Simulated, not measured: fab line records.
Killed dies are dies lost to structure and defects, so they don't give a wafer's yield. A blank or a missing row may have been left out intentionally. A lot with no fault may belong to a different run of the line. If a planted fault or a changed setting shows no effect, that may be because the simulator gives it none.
Split-lot study || flow n5-finfet || on a route of 1938 steps: 7 lots, 21 wafers read

== SPLIT DETAILS ==
At N5_BEOL_M3_ETCH_64 (etches SOC in N2/H2, target depth 75 nm, overetch 15 nm, time 112.5 s), the setting time-s was moved away from the recipe's 112.5 s on 2 of the 21 wafers read, by +8.6% to +21.9%. For the rest of the wafers, this setting stayed at what the recipe calls for.

== FROM THE SPLIT TO THE READING: what the file shows between them, 3 steps ==
- N5_BEOL_M3_STRIP_65: strips in N2/H2
- N5_BEOL_M3_STRIP_75: strips in N2/H2
- N5_BEOL_M3_STRIP_66: strips in CF4

== THE READING ==
etch.depth-nm (the simulator's own value, which no gauge read), in nm, at N5_BEOL_M3_HM_OPEN_17 (chemistry Cl2/BCl3, target TiN, target depth 20 nm, overetch 6 nm). The file gives no usual value for it. Across the 19 wafers here that went through the recipe, the average is 20.03 nm and the standard deviation 0.23 nm.

{"wafer": "L078.1", "tool, chamber at the split": "rie-diel-03, 3", "time-s as run, s": 122.2, "against the recipe": "+8.6%", "etch.depth-nm, nm": 19, "against lot-mates on the recipe": -1.19}
{"wafer": "L078.4", "tool, chamber at the split": "rie-diel-03, 3", "time-s as run, s": 112.5, "against the recipe": "recipe", "etch.depth-nm, nm": 20.24, "against lot-mates on the recipe": "-"}
{"wafer": "L078.5", "tool, chamber at the split": "rie-diel-03, 2", "time-s as run, s": 112.5, "against the recipe": "recipe", "etch.depth-nm, nm": 20.14, "against lot-mates on the recipe": "-"}
{"wafer": "L081.2", "tool, chamber at the split": "rie-diel-03, 1", "time-s as run, s": 112.5, "against the recipe": "recipe", "etch.depth-nm, nm": 20.08, "against lot-mates on the recipe": "-"}
{"wafer": "L081.3", "tool, chamber at the split": "rie-diel-03, 3", "time-s as run, s": 112.5, "against the recipe": "recipe", "etch.depth-nm, nm": 20.18, "against lot-mates on the recipe": "-"}
{"wafer": "L081.5", "tool, chamber at the split": "rie-diel-03, 1", "time-s as run, s": 112.5, "against the recipe": "recipe", "etch.depth-nm, nm": 20.15, "against lot-mates on the recipe": "-"}
{"wafer": "L080.3", "tool, chamber at the split": "rie-diel-01, 1,2,2", "time-s as run, s": 112.5, "against the recipe": "recipe", "etch.depth-nm, nm": 19.58, "against lot-mates on the recipe": "-"}
{"wafer": "L080.4", "tool, chamber at the split": "rie-diel-01, 1,2,2", "time-s as run, s": 112.5, "against the recipe": "recipe", "etch.depth-nm, nm": 19.73, "against lot-mates on the recipe": "-"}
{"wafer": "L080.6", "tool, chamber at the split": "rie-diel-01, 1,2,2", "time-s as run, s": 112.5, "against the recipe": "recipe", "etch.depth-nm, nm": 19.63, "against lot-mates on the recipe": "-"}
{"wafer": "L088.1", "tool, chamber at the split": "rie-diel-01, 2,0,3", "time-s as run, s": 112.5, "against the recipe": "recipe", "etch.depth-nm, nm": 20.46, "against lot-mates on the recipe": "-"}
{"wafer": "L088.3", "tool, chamber at the split": "rie-diel-01, 2,0,3", "time-s as run, s": 112.5, "against the recipe": "recipe", "etch.depth-nm, nm": 20.19, "against lot-mates on the recipe": "-"}
{"wafer": "L088.5", "tool, chamber at the split": "rie-diel-01, 2,0,3", "time-s as run, s": 112.5, "against the recipe": "recipe", "etch.depth-nm, nm": 20.25, "against lot-mates on the recipe": "-"}
{"wafer": "L091.1", "tool, chamber at the split": "rie-diel-02, 2,1", "time-s as run, s": 112.5, "against the recipe": "recipe", "etch.depth-nm, nm": 20.18, "against lot-mates on the recipe": "-"}
{"wafer": "L091.2", "tool, chamber at the split": "rie-diel-02, 0", "time-s as run, s": 112.5, "against the recipe": "recipe", "etch.depth-nm, nm": 19.9, "against lot-mates on the recipe": "-"}
{"wafer": "L091.6", "tool, chamber at the split": "rie-diel-02, 2,1", "time-s as run, s": 112.5, "against the recipe": "recipe", "etch.depth-nm, nm": 20.2, "against lot-mates on the recipe": "-"}
{"wafer": "L093.1", "tool, chamber at the split": "rie-diel-01, 1,3,0", "time-s as run, s": 112.5, "against the recipe": "recipe", "etch.depth-nm, nm": 19.79, "against lot-mates on the recipe": "-"}
{"wafer": "L093.2", "tool, chamber at the split": "rie-diel-01, 1,3,0", "time-s as run, s": 112.5, "against the recipe": "recipe", "etch.depth-nm, nm": 20.03, "against lot-mates on the recipe": "-"}
{"wafer": "L093.4", "tool, chamber at the split": "rie-diel-01, 1,3,0", "time-s as run, s": 112.5, "against the recipe": "recipe", "etch.depth-nm, nm": 19.9, "against lot-mates on the recipe": "-"}
{"wafer": "L096.2", "tool, chamber at the split": "rie-diel-01, 2,1", "time-s as run, s": 112.5, "against the recipe": "recipe", "etch.depth-nm, nm": 20.15, "against lot-mates on the recipe": "-"}
{"wafer": "L096.5", "tool, chamber at the split": "rie-diel-01, 2,1", "time-s as run, s": 112.5, "against the recipe": "recipe", "etch.depth-nm, nm": 19.86, "against lot-mates on the recipe": "-"}
{"wafer": "L096.6", "tool, chamber at the split": "rie-diel-01, 0", "time-s as run, s": 137.1, "against the recipe": "+21.9%", "etch.depth-nm, nm": 17.91, "against lot-mates on the recipe": -2.09}
If several chambers appear in one row, that row covers several wafers at once and the file leaves open which wafer was in which chamber.

THE FIT
A straight line over all 21 wafers: etch.depth-nm changes by -0.0999 nm for each +1% of time-s; r = -0.91; the points scatter about the line by 0.23 nm.
The same after taking each lot's own level away (the mean of its wafers on the recipe; 21 wafers): -0.101 nm for each +1%; r = -0.97; scatter 0.13 nm.
According to that fit, moving time-s by its largest amount changes the reading by 2.2 nm.
The span of the lots' own levels, 19.647 to 20.300 nm, comes to 2.9 times the standard deviation stated above.
The two slopes are in agreement: the lot-to-lot level therefore moves the slope only a little.
Check: -3.02 nm against its lot-mates is what the line predicts for one of the wafers moved furthest among these (+21.9%) when that wafer is left out of the fit. It came out at -2.09 nm against them.

== OTHER SPLITS APPLIED TO THESE WAFERS ==
Before the reading, these wafers also passed through other splits. Each is held against what the fit with the lots' levels taken away leaves over:
{"other split on the same wafers": "N5_BEOL_M2_COAT_67 spin-rpm", "wafers away from the commonest value": 7, "r with etch.depth-nm (lot level and that fit taken away)": "+0.21"}
{"other split on the same wafers": "N5_BEOL_M2_DESCUM_33 time-s", "wafers away from the commonest value": 6, "r with etch.depth-nm (lot level and that fit taken away)": "+0.17"}

== THE WHOLE CHAIN: every reading that the file lists as answering this split, in the file's order ==
{"step": "N5_BEOL_M3_ETCH_64", "what it does": "etches SOC in N2/H2, target depth 75 nm, overetch 15 nm, time 112.5 s", "reading": "SiARC_of_BEOL_M3_COAT_62.thk-nm (the simulator's own value, which no gauge read)", "change (the file's fit)": "-0.0474 nm for each +1% of the setting", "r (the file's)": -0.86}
{"step": "N5_BEOL_M3_HM_OPEN_17", "what it does": "chemistry Cl2/BCl3, target TiN, target depth 20 nm, overetch 6 nm", "reading": "etch.depth-nm (the simulator's own value, which no gauge read)", "change (the file's fit)": "-0.101 nm for each +1% of the setting", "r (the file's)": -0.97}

== FILE'S OWN FIT ==
etch.depth-nm changes by -0.101 nm for each +1% of time-s, r = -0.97.
